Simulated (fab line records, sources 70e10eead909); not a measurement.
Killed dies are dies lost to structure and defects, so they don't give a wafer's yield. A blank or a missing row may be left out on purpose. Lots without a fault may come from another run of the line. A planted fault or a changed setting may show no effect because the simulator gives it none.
fab line records | flow nand_harc
record lots=6 wafers=18 last_day=34
route steps=1302 shown THIN_TSV@1285 END@1301
lots that met no fault: from a run of the same line without faults
start_h: hours from the record's first day to the start of the lot's first wafer shown | wait_h: hours since the lot's step before | " the same as in the row above | L1.1+2: a row that stands for several wafers | - no value, or no start given | * or withheld: withheld | < > ~ a bound
route shown NAME@n: a module of which the file shows steps, and the number in the route of the first | usual: mean/standard deviation of fault-free wafers | same: alike in all rows | chamber/n: place in a boat | sites: the reading at each site | _std_site: their standard deviation | _edge_site: outer sites' mean less inner sites' | radius_mm: how far each site lies from the wafer's centre | mask NAME#n: copy n | behind: the tool/chamber that last shaped the wafer | hold: why the lot was held/for how many hours/how that ended | device: the transistor (n, p or np) that didn't switch | end of line: the same wafers' tests at the end of the route | a step without rows: its recipe alone | killed: dies lost to structure and defects at the first sort, not the wafer's yield | map: a wafer's dies, x killed, . not, _ none there
set.NAME: the setting as run; set.NAME@STEP: as run at that earlier step | model.NAME: the simulator's own value behind a step, which no gauge read
lots at some steps of the route; a table a step, a row a wafer
services: from which hour (start_h, from the record's first day; less than 0 if before it) a tool's chamber was out of use, for how many hours, and why
## steps
# step NHARC_THIN_TSV_COAT_27
# recipe spin_rpm=*
# step NHARC_THIN_TSV_SOFTBAKE_28
# recipe temp_c=122 time_s=95
# step NHARC_THIN_TSV_EBR_29
# step NHARC_THIN_TSV_EXPOSE_30
# recipe na=0.55 dose_mj=11.47 mask_id=PAD
# step NHARC_THIN_TSV_PEB_31
# recipe peb_temp_c=118 peb_time_s=85
# step NHARC_THIN_TSV_DEVELOP_32
# recipe time_s=70
# step NHARC_THIN_TSV_CD_MEAS_33
# recipe target_cd_nm=5000 landing_energy_ev=500
# usual cd_nm=4999.7/1.2
# columns lot.wafer tool chamber start_h wait_h cd_nm
L247.1 cd_sem-02 0 654.83 - 5001.4
L247.5 " 0 " " 5000.6
L247.6 " 0 " " 5000.6
L249.1 cd_sem-02 0 680.01 - 4999.3
L249.5 " 0 " " 5000.4
L249.6 " 0 " " 5000.2
L252.1 cd_sem-02 0 694.29 - 4999.2
L252.4 " 0 " " 5000.4
L252.5 " 0 " " 4997.9
L257.2 cd_sem-02 0 770.79 - 5000.6
L257.3 " 0 " " 5000.7
L257.6 " 0 " " 5001.6
L258.1 cd_sem-01 0 780.80 - 4999.6
L258.2 " 0 " " 4998.9
L258.6 " 0 " " 4998.6
L259.2 cd_sem-01 0 793.12 - 4999.9
L259.3 " 0 " " 5000.3
L259.6 " 0 " " 4999.1
# step NHARC_THIN_TSV_HARDBAKE_34
# recipe temp_c=125 time_s=80
# step NHARC_THIN_TSV_DESCUM_35
# recipe time_s=3 o2_flow_sccm=200 ar_flow_sccm=0 bias_power_w=0 chemistry=O2
# usual drypump_motor_current_A=5.9/0.49 oes_product_au=1.000/0.0086 rf_vpp_V=57.7/0.82 showerhead_plenum_p_Torr=1.87/0.082 throttle_valve_pct=11.312/0.0095
# columns lot.wafer tool chamber start_h wait_h drypump_motor_current_A oes_product_au rf_hours_counter_h rf_vpp_V showerhead_plenum_p_Torr throttle_valve_pct
L247.1 rie_diel-08 3 655.00 - 5.6 0.995 5.0 60.2 2.02 11.311
L247.6 " 2 " " 5.6 1.004 - 59.0 1.87 11.320
L247.5 " 3 " " 5.6 0.995 - 57.4 2.02 11.301
L249.1 rie_diel-03 0 680.19 - 6.4 1.009 3.2 57.0 1.80 11.310
L249.5 " 2 " " 5.2 0.995 - 58.8 1.87 11.292
L249.6 " 3 " " 5.4 1.017 - 57.3 1.84 11.316
L252.4 rie_diel-03 2 694.47 - 5.3 0.999 3.7 58.3 1.87 11.315
L252.1 " 3 " " 5.4 1.018 4.0 57.2 1.84 11.309
L252.5 " 0 " " 6.3 1.002 - 58.1 1.80 11.313
L257.3 rie_diel-08 1 770.96 - 6.8 1.021 1.5 57.7 1.81 11.320
L257.2 " 3 " " 5.6 1.010 1.9 56.3 2.02 11.299
L257.6 " 0 " " 6.3 1.008 - 57.2 1.81 11.312
L258.2 rie_diel-08 1 780.96 - 6.7 1.017 2.1 57.4 1.81 11.320
L258.1 " 0 " " 6.3 1.003 2.4 57.9 1.81 11.305
L258.6 " 1 " " 6.7 1.013 - 57.5 1.81 11.301
L259.2 rie_diel-09 2 793.28 - 5.2 0.986 7.0 56.3 1.82 11.315
L259.3 " 3 " " 5.6 0.998 6.2 58.0 1.97 11.305
L259.6 " 3 " " 5.6 0.994 - 57.8 1.97 11.307
# step NHARC_THIN_TSV_ETCH_59
# recipe target_depth_a=8800 icp_w=900 bias_w=100 Cl2_flow_sccm=60 bcl3_flow_sccm=30 time_s=138.1 chemistry=Cl2/BCl3
# usual drypump_motor_current_A=5.83/0.23 oes_product_au=1.001/0.0076 rf_fwd_power_W=896/3.1 throttle_valve_pct=22.265/0.009
# columns lot.wafer tool chamber start_h wait_h drypump_motor_current_A oes_product_au rf_fwd_power_W rf_hours_counter_h throttle_valve_pct
L247.1 rie_metal-02 0 655.12 0.1 5.48 1.005 895 0.2 22.264
L247.6 " 0 " " 5.53 1.012 895 - 22.263
L247.5 " 1 " " 5.71 1.003 889 - 22.266
L249.1 rie_metal-01 1 680.33 0.1 6.01 0.995 897 1.5 22.261
L249.6 " 0 " " 5.82 1.003 899 - 22.255
L249.5 " 1 " " 6.03 1.000 900 - 22.269
L252.1 rie_metal-02 1 694.58 0.1 5.70 0.997 890 0.9 22.274
L252.4 " 1 " " 5.68 0.993 893 - 22.280
L252.5 " 1 " " 5.68 1.005 896 - 22.277
L257.2 rie_metal-03 0 771.08 0.1 6.18 1.009 897 1.0 22.269
L257.3 " 1 " " 5.69 1.002 899 - 22.254
L257.6 " 0 " " 6.16 1.004 901 - 22.252
L258.1 rie_metal-03 0 781.09 0.1 6.18 0.992 899 1.2 22.268
L258.2 " 1 " " 5.68 0.996 897 1.2 22.268
L258.6 " 0 " " 6.17 0.998 899 - 22.256
L259.2 rie_metal-02 1 793.47 0.2 5.69 0.990 896 2.1 22.256
L259.3 " 1 " " 5.67 0.983 891 - 22.252
L259.6 " 0 " " 5.53 0.986 896 - 22.271
# step NHARC_THIN_TSV_ETCH_36
# recipe target_depth_a=650 over_etch_frac=0.3 time_s=18.571 ion_energy_ev=150 chemistry=Cl2/BCl3
# usual drypump_motor_current_A=5.83/0.22 oes_product_au=1.001/0.0092
# columns lot.wafer tool chamber start_h wait_h drypump_motor_current_A oes_product_au rf_hours_counter_h
L247.1 rie_metal-02 1 655.45 0.3 5.68 0.994 0.4
L247.5 " 1 " " 5.68 0.998 -
L247.6 " 0 " " 5.54 1.007 -
L249.1 rie_metal-01 0 680.56 0.2 5.83 1.001 1.7
L249.6 " 0 " " 5.85 1.001 -
L249.5 " 1 " " 6.02 0.999 -
L252.1 rie_metal-02 1 694.84 0.2 5.68 1.008 1.0
L252.4 " 0 " " 5.46 1.018 -
L252.5 " 0 " " 5.44 1.011 -
L257.2 rie_metal-03 1 771.34 0.2 5.71 0.983 1.1
L257.3 " 0 " " 6.16 0.989 -
L257.6 " 0 " " 6.15 0.981 -
L258.1 rie_metal-03 1 781.35 0.2 5.66 0.984 1.3
L258.2 " 0 " " 6.17 0.994 1.3
L258.6 " 0 " " 6.16 0.994 -
L259.2 rie_metal-02 0 793.69 0.2 5.46 1.007 2.2
L259.3 " 1 " " 5.67 0.996 -
L259.6 " 0 " " 5.48 1.003 -
# step NHARC_THIN_TSV_STRIP_56
# recipe power_w=1500 temp_c=250 chemistry=O2
# usual drypump_motor_current_A=5.5/0.36 heater_power_w=330/47
# columns lot.wafer tool chamber start_h wait_h drypump_motor_current_A heater_power_w rf_hours_counter_h
L247.1 plasma_asher-01 0 655.61 0.1 5.1 283 27
L247.6 " 1 " " 5.7 302 -
L247.5 " 0 " " 5.1 286 -
L249.1 plasma_asher-01 0 680.66 0.1 5.1 295 33
L249.5 " 0 " " 5.1 283 -
L249.6 " 1 " " 5.7 303 -
L252.1 plasma_asher-02 1 694.94 0.1 6.0 318 18
L252.4 " 0 " " 5.2 422 -
L252.5 " 1 " " 6.0 317 -
L257.2 plasma_asher-02 1 771.44 0.1 6.0 323 31
L257.3 " 1 " " 6.0 321 -
L257.6 " 1 " " 6.0 319 -
L258.1 plasma_asher-01 0 781.50 0.1 5.1 293 14
L258.2 " 1 " " 5.7 301 14
L258.6 " 1 " " 5.6 300 -
L259.2 plasma_asher-01 1 793.83 0.1 5.6 301 18
L259.3 " 1 " " 5.6 301 -
L259.6 " 0 " " 5.1 294 -
# step NHARC_THIN_TSV_STRIP_57
# recipe time_s=1200 temp_c=72.5 chemistry=post_etch_residue_remover
# columns lot.wafer tool chamber start_h wait_h
L247.5+1+6 wet_bench-08 7,0,2 655.91 0.1
L249.6+1+5 wet_bench-08 0,1,3 681.02 0.1
L252.5+1+4 wet_bench-08 5,6,7 695.30 0.1
L257.2+3+6 wet_bench-10 7,0,1 771.81 0.3
L258.2+1+6 wet_bench-08 1,3,5 781.86 0.3
L259.2+3+6 wet_bench-10 1,2,4 794.14 0.3
# step NHARC_THIN_TSV_CD_MEAS_37
# usual cd_nm=5000.2/2
# columns lot.wafer tool chamber start_h wait_h cd_nm
L247.1 cd_sem-03 - 656.35 - 5000.8
L247.5 " - " " 5000.6
L247.6 " - " " 4999.3
L249.1 cd_sem-01 - 681.45 - 4997.6
L249.5 " - " " 5002.4
L249.6 " - " " 4999.2
L252.1 cd_sem-02 - 695.73 - 4997.8
L252.4 " - " " 5000.1
L252.5 " - " " 4998.1
L257.2 cd_sem-03 - 772.24 - 5000.3
L257.3 " - " " 5001.0
L257.6 " - " " 5000.4
L258.1 cd_sem-02 - 782.30 - 5002.5
L258.2 " - " " 5001.5
L258.6 " - " " 5000.5
L259.2 cd_sem-01 - 794.58 - 5000.9
L259.3 " - " " 5001.4
L259.6 " - " " 4999.3
# step NHARC_THIN_TSV_ANNEAL_58
# recipe temp_c=400 time_s=1800
# step NHARC_THIN_TSV_INSPECT_40
# usual raw_defect_count=541/83
# columns lot.wafer tool chamber start_h wait_h raw_defect_count
L247.1 defect_inspect-01 - 662.08 0.4 446
L247.5 " - " " 495
L247.6 " - " " 523
L249.1 defect_inspect-02 - 684.90 0.4 1027
L249.5 " - " " 1000
L249.6 " - " " 1075
L252.1 defect_inspect-02 - 699.30 0.4 1071
L252.4 " - " " 985
L252.5 " - " " 1087
L257.2 defect_inspect-02 - 779.35 0.4 668
L257.3 " - " " 592
L257.6 " - " " 544
L258.1 defect_inspect-02 - 789.76 0.4 592
L258.2 " - " " 691
L258.6 " - " " 536
L259.2 defect_inspect-01 - 800.32 0.4 550
L259.3 " - " " 604
L259.6 " - " " 603
# step NHARC_END_WLT_00
# usual VT_DECK1_BOTTOM=0.869/0.0088 VT_DECK1_BOTTOM_INNER=0.868/0.0085 VT_DECK1_MEDIAN_NEAR_BOTTOM=0.869/0.009 VT_DECK1_MEDIAN_NEAR_BOTTOM_INNER=0.869/0.0097 VT_DECK1_MIDDLE=0.881/0.008 VT_DECK1_MIDDLE_INNER=0.880/0.008 VT_DECK1_TOP=0.892/0.0082 VT_DECK1_TOP_INNER=0.892/0.0087 VT_DECK2_BOTTOM=0.873/0.0067 VT_DECK2_BOTTOM_INNER=0.874/0.0073 VT_DECK2_MEDIAN_NEAR_BOTTOM=0.874/0.0068 VT_DECK2_MEDIAN_NEAR_BOTTOM_INNER=0.875/0.0072 VT_DECK2_MIDDLE=0.886/0.0071 VT_DECK2_MIDDLE_INNER=0.887/0.0074 VT_DECK2_TOP=0.898/0.0068 VT_DECK2_TOP_INNER=0.898/0.0078
# columns lot.wafer tool chamber start_h wait_h VT_DECK1_BOTTOM VT_DECK1_BOTTOM_INNER VT_DECK1_MEDIAN_NEAR_BOTTOM VT_DECK1_MEDIAN_NEAR_BOTTOM_INNER VT_DECK1_MIDDLE VT_DECK1_MIDDLE_INNER VT_DECK1_TOP VT_DECK1_TOP_INNER VT_DECK2_BOTTOM VT_DECK2_BOTTOM_INNER VT_DECK2_MEDIAN_NEAR_BOTTOM VT_DECK2_MEDIAN_NEAR_BOTTOM_INNER VT_DECK2_MIDDLE VT_DECK2_MIDDLE_INNER VT_DECK2_TOP VT_DECK2_TOP_INNER
L247.1 prober-02 - 662.14 0.1 0.870 0.859 0.869 0.871 0.879 0.870 0.886 0.878 0.870 0.868 0.876 0.879 0.884 0.888 0.893 0.894
L247.5 " - 664.12 2.0 0.869 0.868 0.870 0.879 0.881 0.876 0.885 0.885 0.871 0.871 0.865 0.885 0.894 0.880 0.900 0.899
L247.6 " - " " 0.859 0.863 0.868 0.873 0.878 0.875 0.890 0.885 0.866 0.862 0.862 0.876 0.888 0.882 0.898 0.894
L249.1 prober-01 - 684.95 0.0 0.871 0.871 0.868 0.874 0.885 0.891 0.898 0.900 0.868 0.881 0.864 0.874 0.885 0.876 0.893 0.895
L249.5 " - 686.93 2.0 0.878 0.874 0.874 0.874 0.889 0.889 0.899 0.901 0.863 0.876 0.872 0.877 0.881 0.883 0.898 0.894
L249.6 " - " " 0.867 0.880 0.878 0.863 0.884 0.883 0.899 0.905 0.875 0.867 0.870 0.871 0.888 0.885 0.892 0.897
L252.1 prober-02 - 707.18 7.9 0.874 0.873 0.882 0.871 0.887 0.884 0.901 0.899 0.870 0.870 0.872 0.874 0.881 0.881 0.898 0.899
L252.4 " - 708.66 9.4 0.879 0.877 0.881 0.878 0.890 0.887 0.898 0.895 0.872 0.873 0.872 0.877 0.885 0.877 0.897 0.905
L252.5 " - " " 0.877 0.871 0.872 0.885 0.896 0.887 0.906 0.902 0.870 0.879 0.874 0.878 0.882 0.885 0.890 0.897
L257.2 prober-02 - 779.90 0.6 0.871 0.878 0.888 0.886 0.890 0.884 0.899 0.905 0.874 0.870 0.878 0.879 0.881 0.891 0.894 0.889
L257.3 " - " " 0.886 0.886 0.881 0.885 0.890 0.895 0.902 0.895 0.866 0.869 0.864 0.869 0.883 0.884 0.891 0.899
L257.6 " - 781.86 2.5 0.882 0.884 0.888 0.885 0.892 0.898 0.901 0.906 0.868 0.880 0.864 0.864 0.873 0.878 0.888 0.892
L258.1 prober-01 - 789.81 0.0 0.864 0.868 0.866 0.862 0.880 0.878 0.884 0.888 0.876 0.886 0.879 0.880 0.893 0.890 0.903 0.902
L258.2 " - " " 0.863 0.870 0.872 0.863 0.878 0.878 0.884 0.889 0.881 0.889 0.882 0.885 0.892 0.894 0.906 0.909
L258.6 " - 792.31 2.5 0.866 0.861 0.868 0.860 0.877 0.872 0.892 0.882 0.881 0.887 0.880 0.887 0.896 0.892 0.900 0.906
L259.2 prober-02 - 800.88 0.6 0.866 0.874 0.870 0.872 0.882 0.880 0.901 0.900 0.865 0.872 0.868 0.878 0.892 0.882 0.897 0.891
L259.3 " - " " 0.868 0.870 0.869 0.869 0.881 0.881 0.892 0.899 0.870 0.865 0.868 0.863 0.880 0.883 0.895 0.890
L259.6 " - 802.85 2.5 0.876 0.877 0.873 0.864 0.884 0.885 0.895 0.894 0.864 0.869 0.867 0.874 0.879 0.881 0.897 0.895
# step NHARC_END_SORT_01
# recipe temp_c=25
# usual defect_limited_yield=91.6/2.6 killed_at_array=52/17 killed_at_other=0.8/1.1 killed_at_periphery=3.2/2.2 killed_dies=57/17 killed_open=3.4/1.8 killed_short=2.4/1.6 sort_bin_2_pct=2.9/1.1 sort_bin_3_pct=0.6/0.38 sort_bin_4_pct=4.8/1.5 sort_n_pass=620/17 sort_rim_yield_pct=92/4.9 sort_yield_pct=91.6/2.6
# same gross_dies=677 sort_bin_5_pct[%]=0 sort_bin_6_pct[%]=0 sort_bin_7_pct[%]=0 sort_bin_8_pct[%]=0 sort_rim_n_gross=106.00
# columns lot.wafer tool chamber start_h wait_h defect_limited_yield[%] killed_at_array killed_at_other killed_at_periphery killed_dies killed_open killed_short sort_bin_2_pct[%] sort_bin_3_pct[%] sort_bin_4_pct[%] sort_n_pass sort_rim_yield_pct[%] sort_yield_pct[%]
L247.1 prober-02 0 665.12 2.5 90.1 56 5 6 67 1 3 3.7 0.6 5.6 610 89 90.1
L247.5 prober-02 0 668.30 3.7 92.3 46 0 6 52 1 3 2.8 0.9 4.0 625 88 92.3
L247.6 prober-02 0 669.10 4.0 89.1 70 0 4 74 9 2 3.0 0.4 7.5 603 95 89.1
L249.1 prober-01 0 687.91 2.5 83.6 52 58 1 111 1 4 6.2 4.0 6.2 566 89 83.6
L249.5 prober-01 0 691.08 3.7 79.8 52 84 1 137 3 2 9.2 3.4 7.7 540 92 79.8
L249.6 prober-01 0 691.87 4.0 82.6 35 79 4 118 4 4 7.4 3.5 6.5 559 89 82.6
L252.1 prober-02 0 710.13 2.5 83.6 38 66 7 111 6 3 6.4 3.7 6.4 566 82 83.6
L252.4 prober-02 0 712.53 3.4 80.9 41 85 3 129 3 2 7.2 4.7 7.1 548 92 80.9
L252.5 prober-02 0 713.33 3.7 86.9 51 36 2 89 5 5 5.8 1.9 5.5 588 87 86.9
L257.2 prober-02 0 783.15 2.8 92.6 45 0 5 50 5 1 2.4 0.7 4.3 627 95 92.6
L257.3 prober-02 0 783.95 3.1 93.6 43 0 0 43 3 5 2.4 0 4.0 634 99 93.6
L257.6 prober-02 0 786.35 4.0 95.4 25 1 5 31 2 3 1.3 0.1 3.1 646 99 95.4
L258.1 prober-01 0 792.81 2.5 88.8 74 2 0 76 2 3 2.8 1.0 7.4 601 92 88.8
L258.2 prober-01 0 793.61 2.8 89.8 64 1 4 69 4 1 4.3 0.7 5.2 608 89 89.8
L258.6 prober-01 0 796.81 4.0 90.3 60 1 5 66 5 3 4.0 0.4 5.3 611 90 90.3
L259.2 prober-02 0 804.13 2.8 92.6 44 0 6 50 1 3 3.0 0.3 4.1 627 94 92.6
L259.3 prober-02 0 804.92 3.1 93.2 43 0 3 46 3 5 1.5 0.6 4.7 631 99 93.2
L259.6 prober-02 0 807.29 3.9 91.6 54 0 3 57 6 8 3.2 0.7 4.4 620 95 91.6
# killed by level:class
L247.1 A_CHANNEL_HOLE_D1:chamber_film_flake=22 A_CHANNEL_HOLE_D2:chamber_film_flake=18 P_CONTACT:chamber_film_flake=5 THIN_TSV:chamber_film_flake=5 A_SLIT:chamber_film_flake=4 A_CONTACT:chamber_film_flake=3 A_ONON_D1:geometric_particle:short=1 A_SGD_CUT:geometric_particle:short=1
L247.5 A_CHANNEL_HOLE_D1:chamber_film_flake=23 A_CHANNEL_HOLE_D2:chamber_film_flake=12 P_CONTACT:chamber_film_flake=6 A_CONTACT:chamber_film_flake=4 A_DECK1_JOINT:geometric_particle:short=2 A_CHANNEL_HOLE_D1:geometric_particle:short=1 A_CHANNEL_FILL_D1:geometric_particle:open=1 A_DECK1_JOINT:chamber_film_flake=1
L247.6 A_CHANNEL_HOLE_D1:chamber_film_flake=28 A_CHANNEL_HOLE_D2:chamber_film_flake=16 A_CONTACT:chamber_film_flake=9 A_SLIT:chamber_film_flake=4 A_DECK1_JOINT:geometric_particle:open=2 A_STAIRCASE:chamber_film_flake=2 P_ZERO_WELL:chamber_film_flake=1 P_CONTACT:geometric_particle:open=1
L249.1 THIN_TSV:unspecified=58 A_CHANNEL_HOLE_D1:chamber_film_flake=33 A_STAIRCASE:chamber_film_flake=5 A_CHANNEL_FILL_D1:geometric_particle:short=2 A_SLIT:chamber_film_flake=2 A_SGD_CUT:chamber_film_flake=2 A_WL_FILL:chamber_film_flake=2 A_CONTACT:chamber_film_flake=2
L249.5 THIN_TSV:unspecified=84 A_CHANNEL_HOLE_D1:chamber_film_flake=35 A_STAIRCASE:chamber_film_flake=6 A_WL_FILL:chamber_film_flake=2 P_CONTACT:geometric_particle:open=1 A_CHANNEL_FILL_D1:geometric_particle:short=1 A_ONON_D2:geometric_particle:short=1 A_BLC:geometric_particle:open=1
L249.6 THIN_TSV:unspecified=79 A_CHANNEL_HOLE_D1:chamber_film_flake=12 A_SLIT:chamber_film_flake=5 A_CONTACT:chamber_film_flake=4 A_WL_FILL:chamber_film_flake=3 A_CHANNEL_FILL_D2:geometric_particle:short=2 P_GATE:geometric_particle:open=1 P_CONTACT:geometric_particle:open=1
L252.1 THIN_TSV:unspecified=66 A_CHANNEL_HOLE_D1:chamber_film_flake=18 A_CONTACT:chamber_film_flake=4 A_STAIRCASE:chamber_film_flake=3 A_SLIT:chamber_film_flake=3 A_ONON_D2:geometric_particle:short=2 P_CONTACT:chamber_film_flake=2 A_BLC:chamber_film_flake=2
L252.4 THIN_TSV:unspecified=85 A_CHANNEL_HOLE_D1:chamber_film_flake=21 A_CONTACT:chamber_film_flake=8 P_STI:chamber_film_flake=3 A_WL_FILL:chamber_film_flake=3 A_CHANNEL_FILL_D1:chamber_film_flake=2 A_ONON_D2:geometric_particle:open=1 A_SGD_CUT:geometric_particle:short=1
L252.5 THIN_TSV:unspecified=35 A_CHANNEL_HOLE_D1:chamber_film_flake=32 A_CONTACT:chamber_film_flake=3 A_SGD_CUT:geometric_particle:short=2 A_STAIRCASE:chamber_film_flake=2 A_SLIT:chamber_film_flake=2 A_WL_FILL:chamber_film_flake=2 P_CONTACT:geometric_particle:open=1
L257.2 A_CHANNEL_HOLE_D1:chamber_film_flake=15 A_SLIT:chamber_film_flake=12 A_M0:chamber_film_flake=5 P_STI:chamber_film_flake=2 A_DECK1_JOINT:chamber_film_flake=2 A_CONTACT:chamber_film_flake=2 P_M2:geometric_particle:open=1 A_CHANNEL_HOLE_D1:geometric_particle:open=1
L257.3 A_CHANNEL_HOLE_D1:chamber_film_flake=17 A_SLIT:chamber_film_flake=8 A_CONTACT:chamber_film_flake=4 A_M0:chamber_film_flake=3 A_SOURCE_PLATE:geometric_particle:short=1 A_CHANNEL_FILL_D1:geometric_particle:short=1 A_CONTACT:geometric_particle:open=1 A_ONON_D2:geometric_particle:short=1
L257.6 A_CHANNEL_HOLE_D1:chamber_film_flake=11 A_SLIT:chamber_film_flake=7 P_CONTACT:geometric_particle:open=2 A_CONTACT:chamber_film_flake=2 P_M2:geometric_particle:short=1 A_SOURCE_PLATE:geometric_particle:short=1 A_CHANNEL_FILL_D1:geometric_particle:short=1 P_STI:chamber_film_flake=1
L258.1 A_SLIT:chamber_film_flake=37 A_CHANNEL_HOLE_D2:chamber_film_flake=23 A_CONTACT:chamber_film_flake=5 A_DECK1_JOINT:chamber_film_flake=3 THIN_TSV:chamber_film_flake=2 A_CHANNEL_FILL_D2:geometric_particle:short=1 A_CHANNEL_FILL_D2:geometric_particle:open=1 A_SGD_CUT:geometric_particle:open=1
L258.2 A_SLIT:chamber_film_flake=28 A_CHANNEL_HOLE_D2:chamber_film_flake=26 A_CONTACT:chamber_film_flake=4 P_M0:geometric_particle:open=2 A_STAIRCASE:chamber_film_flake=2 P_CONTACT:geometric_particle:open=1 A_ONON_D2:geometric_particle:open=1 A_M0:geometric_particle:short=1
L258.6 A_CHANNEL_HOLE_D2:chamber_film_flake=26 A_SLIT:chamber_film_flake=25 A_CONTACT:chamber_film_flake=3 P_ZERO_WELL:chamber_film_flake=2 A_DECK1_JOINT:chamber_film_flake=2 P_GATE:geometric_particle:short=1 P_GATE:geometric_particle:open=1 P_M0:geometric_particle:open=1
L259.2 A_CHANNEL_HOLE_D2:chamber_film_flake=21 A_SLIT:chamber_film_flake=10 A_CONTACT:chamber_film_flake=7 A_WL_FILL:geometric_particle:short=2 P_GATE:chamber_film_flake=2 P_M2:chamber_film_flake=2 A_ONON_D1:geometric_particle:short=1 A_M0:geometric_particle:open=1
L259.3 A_CHANNEL_HOLE_D2:chamber_film_flake=16 A_SLIT:chamber_film_flake=12 A_CONTACT:chamber_film_flake=7 A_ONON_D1:geometric_particle:short=2 P_M1:geometric_particle:open=1 A_ONON_D2:geometric_particle:short=1 A_CHANNEL_HOLE_D2:geometric_particle:open=1 A_CHANNEL_FILL_D2:geometric_particle:short=1
L259.6 A_CHANNEL_HOLE_D2:chamber_film_flake=29 A_SLIT:chamber_film_flake=6 A_ONON_D2:geometric_particle:short=4 A_ONON_D2:geometric_particle:open=2 A_CHANNEL_FILL_D2:geometric_particle:short=2 A_STAIRCASE:chamber_film_flake=2 A_CONTACT:chamber_film_flake=2 P_M0:geometric_particle:open=1
# map L249.5 (x killed, . not)
____________.____________
_________....x.._________
_______..........._______
______.............______
_____.......x......._____
____.......x.........____
____.................____
___.x.................___
___...................___
__..x..................__
__.................x...__
_.xxx...x..............._
_x.xxxx.x..............._
_.xxxxxxxx.............._
_x.xxxxxx......x........_
_.xxxxxxxx....xx........_
.xxxxxxxxxx..xxxx........
x.xxxxxxxxx.xxxx.........
x.xxxxxxxx..xxxxx........
..xxxxxxxx..xxxxx........
..xxxxxxx..xxxxxx........
_..xxxxx.....xx.x.xx...._
_..xxxxx....x..........._
_....x.......xx........._
_....x.......x.........._
_......................._
__.....................__
__.....x...............__
___...................___
___.....x.............___
____...x.....x.......____
____.................____
_____..............._____
______............x______
_______..x........_______
_________......._________
____________.____________
# map L252.4 (x killed, . not)
____________.____________
_________......._________
_______....x......_______
______......x......______
_____..............._____
____.........x....x..____
____.................____
___....x...x......x..x___
___x..................___
__x.xx.................__
__xxx..................__
_xxxx......xxxxx........_
_xxx........xxxxx......._
_.xxx.....xxxxxxxx......_
_x..x......xxxxxxxx....._
_x........xxxxxxxx......_
.xx........xxxxxxxxx.....
.xx......xxxxxxxxx.......
....x.....xxxxxxxx.......
..........xxxxxxxx.......
.........xxxxxxxxx..x....
_..........xxxxx........_
_...........xxxx........_
_.............x...x....._
_...........x..........._
_............x....x....._
__................x....__
__.....................__
___...x...............___
___...................___
____......x..........____
____.................____
_____..............._____
______...x.........______
_______..........._______
_________......._________
____________.____________
## services
# columns tool chamber start_h hours kind
rie_diel-03 - 635.34 9.0 pm
rie_metal-02 0 640.00 - clean
rie_metal-02 1 640.00 - clean
rie_metal-01 - 645.30 0.7 repair
wet_bench-08 - 646.41 8.0 pm
wet_bench-08 0 654.41 - consumable_replace:bath
wet_bench-08 0 654.41 - consumable_replace:filter
rie_metal-01 - 660.05 0.3 repair
wet_bench-10 - 663.20 8.0 pm
rie_metal-02 0 664.69 2.5 repair
rie_diel-09 - 674.75 9.0 pm
rie_metal-03 - 696.00 9.0 pm
rie_metal-01 - 696.19 1.1 repair
plasma_asher-01 - 701.55 9.0 pm
rie_diel-08 3 721.14 6.3 repair
rie_diel-03 0 721.44 2.9 repair
rie_diel-08 - 721.95 9.0 pm
plasma_asher-02 - 741.09 3.1 repair
rie_diel-08 2 746.65 2.6 repair
rie_metal-01 - 752.00 9.0 pm
plasma_asher-02 - 768.96 1.9 repair
rie_diel-03 1 779.82 4.1 repair
plasma_asher-02 - 780.30 9.0 pm
rie_diel-09 1 788.04 8.4 repair
## key
first_sign step=NHARC_THIN_TSV_INSPECT_40 reading=raw_defect_count direction=up sigmas=6 usual=541 struck=1041
effect step=NHARC_END_SORT_01 reading=killed_at_other direction=up sigmas=59 usual=0.8 struck=68
more_kills_born_at NHARC_THIN_TSV_STRIP_57@wet_bench-08=407
met_at NHARC_THIN_TSV_STRIP_57
struck_wafers L249.1,L249.5,L249.6,L252.1,L252.4,L252.5
onset_between 655.91 681.02
also_fits NHARC_THIN_TSV_DESCUM_35:rie_diel-03
fault kind=chamber_particle_source tool=wet_bench-08 chamber=- onset_h=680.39 steps=NHARC_THIN_TSV_STRIP_57 rate_per_visit_cm2=0.83046 end_h=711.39
